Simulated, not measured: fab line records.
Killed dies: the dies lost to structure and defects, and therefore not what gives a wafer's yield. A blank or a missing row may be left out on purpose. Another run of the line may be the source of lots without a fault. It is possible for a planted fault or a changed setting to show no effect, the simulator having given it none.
Chamber matching | flow n5_finfet | N5_BEOL_M14_CMP_49 on cmp-02: 3 sister chambers
The step polishes, stops on SiO2, t overpolish 5.2 s, target thk 560 nm. 3 wafers are shown with their chamber, then 5 later ones without.

== WAFERS PAIRED WITH THEIR CHAMBERS ==
wafer  | chamber | motor_current_A (A)
L086.5 | 2       | 8.0
L089.1 | 3       | 8.6
L089.4 | 0       | 8.9

== WAFERS MISSING THEIR CHAMBER ==
wafer  | motor_current_A (A)
L089.6 | 8.8
L090.3 | 8.3
L090.4 | 8.3
L094.2 | 8.9
L094.4 | 8.3

== WHICH CHAMBER EACH WENT THROUGH ==
wafer  | from the rows above          | in truth
L089.6 | can't be placed: 0 or 3      | 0
L090.3 | can't be placed: 3 or 2 or 0 | 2
L090.4 | can't be placed: 3 or 2 or 0 | 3
L094.2 | can't be placed: 0 or 3      | 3
L094.4 | can't be placed: 3 or 2 or 0 | 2
Correctly placed: 0 of 5. Cannot be placed on the basis of these rows: 5; the candidates contain the true chamber in 5. Placed wrongly: 0.
How it was worked out, from the rows above alone: a wafer's distance from a chamber is the root of the sum, over the readings, of the square of ((its reading less the chamber's mean) divided by the reading's scatter). If the next closest chamber is less than 2 further off than the closest, the wafer can't be placed; otherwise it belongs to the closest. Each chamber's mean is taken over the wafers shown for it. The scatter: root of mean squared gap, hidden wafer to nearest shown wafer, with one shown wafer a chamber.
